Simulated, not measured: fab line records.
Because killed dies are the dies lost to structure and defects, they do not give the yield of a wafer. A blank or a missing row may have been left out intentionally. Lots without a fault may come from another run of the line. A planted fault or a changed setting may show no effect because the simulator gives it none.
A lot that was struck, set against a sound lot || flow nand harc || 15 out of 1159 route steps
Sound: wafers L993.2, L993.4, L993.5. Wafers struck: L997.1, L997.5, L997.6. At the end, the cause is stated.
At each step with rows: each side's tool, then ch and its chambers, then its first start. Under that, the readings that differ: sound wafers || struck wafers || difference of the means || sigmas: that difference in standard deviations of wafers without a fault.
alike: same words and numbers on both sides, and readings whose means sit less than 2 such deviations apart. not compared: any withheld reading, any reading some wafer has no value for, any bound like >300 that may hide the same value, and any number with overlapping values for which the record gives no deviation.
Wherever a step has rows on one side only, a row that says differs or no value, or a row with sigmas, the two part there. Numbers that don't overlap but have no deviation are shown without sigmas and don't part them. A reading missing from all wafers of one side parts the sides only when that side holds two or more wafers.

first, 1 step without rows for these wafers: NHARC_A_CONTACT_DEVELOP_41 (develop time 35 s).
NHARC_A_CONTACT_CD_MEAS_42 targets a cd of 200 nm.
  sound on cd sem-03 ch 0, day 17 22:02; struck on cd sem-01 ch 0, day 19 11:04
  alike: cd nm
NHARC_A_CONTACT_OVL_MEAS_43:
  sound on overlay-01 at day 17 22:09; struck on overlay-01 at day 19 11:09
  alike: overlay x nm, overlay y nm
NHARC_A_CONTACT_INSPECT_44:
  sound on defect inspect-01 at day 17 22:12; struck on defect inspect-01 at day 19 11:11
  alike: raw defect count
NHARC_A_CONTACT_DESCUM_47: chemistry O2, time 3 s.
  sound on rie diel-06 ch 0,3, day 17 22:16; struck on rie diel-06 ch 1,2, day 19 11:16
  alike: drypump motor current A, oes product au, rf vpp V, showerhead plenum p Torr, throttle valve pct
  not compared: rf hours counter h
NHARC_A_CONTACT_ETCH_48: etches the open film in CF4, target depth 39 nm, time 65 s.
  sound on rie diel-06 ch 0,2, day 17 22:21; struck on rie diel-06 ch 0,2,3, day 19 11:21
  alike: bias w, cf4 flow sccm, drypump motor current A, oes product au, rf vpp V, showerhead plenum p Torr, throttle valve pct
  not compared: rf hours counter h
NHARC_A_CONTACT_ETCH_49: etches the open film in N2/H2, target depth 260 nm, time 475.3 s.
  sound: rie diel-06 ch 0,1,2; struck: rie diel-06 ch 0,2,3
  alike: bias w, chamber pressure mTorr, drypump motor current A, oes product au, rf vpp V, showerhead plenum p Torr, throttle valve pct
  not compared: rf hours counter h
then, 2 steps without rows for these wafers: NHARC_A_CONTACT_ETCH_50 (etches the open film in CF4/CHF3, target depth 84.7 nm, time 42.4 s); NHARC_A_CONTACT_ETCH_51 (etches the open film in O2/COS, target depth 3600 nm, time 936 s).
NHARC_A_CONTACT_ETCH_111: etches the open film in C4F8/O2/Ar, time 140 s, target depth 700 nm.
  sound on har cap etch-01 ch 0,1, day 17 23:31; struck on har cap etch-02 ch 0,1, day 19 12:41
  alike: chamber pressure mTorr, oes air line au
  not compared: rf hours counter h
NHARC_A_CONTACT_ETCH_112: etches the open film in C4F8/O2/Ar, time 94 s, target depth 922 nm.
  sound on har cap etch-01 ch 0,1, day 17 23:43; struck on har cap etch-02 ch 0,1, day 19 12:53
  alike: chamber pressure mTorr, oes air line au
  not compared: rf hours counter h
then, 1 step without rows for these wafers: NHARC_A_CONTACT_ETCH_113 (etches the open film in C4F8/O2/Ar, time 94 s, target depth 922 nm).
NHARC_A_CONTACT_ETCH_114: etches the open film in C4F8/O2/Ar, time 94 s, target depth 922 nm.
  sound on har cap etch-01 ch 0,1, day 17 23:54; struck on har cap etch-02 ch 0,1, day 19 13:04
  no value came back on the struck wafers for chamber pressure mTorr (mTorr), oes air line au (a.u.), time s (s); on the sound wafers chamber pressure mTorr (mTorr) reads 20.002 19.997 19.975
  not compared: rf hours counter h
then, 1 step without rows for these wafers: NHARC_A_CONTACT_ETCH_115 (etches the open film in C4F8/O2/Ar, time 94 s, target depth 922 nm).
-- break in the record here, with 3 days between the starts of the struck wafers on either side (left off in module A_CONTACT, picked up again in module END, where the first step shown is number 1159 on the route) --
NHARC_END_SORT_01:
  only the struck wafers appear in the record here, on prober-02 ch 0 at day 22 14:10; the sound ones have no rows

## WHERE THEY PART
First at NHARC_A_CONTACT_ETCH_114; last, within this record, at NHARC_END_SORT_01.

WHY: what the simulator had put in
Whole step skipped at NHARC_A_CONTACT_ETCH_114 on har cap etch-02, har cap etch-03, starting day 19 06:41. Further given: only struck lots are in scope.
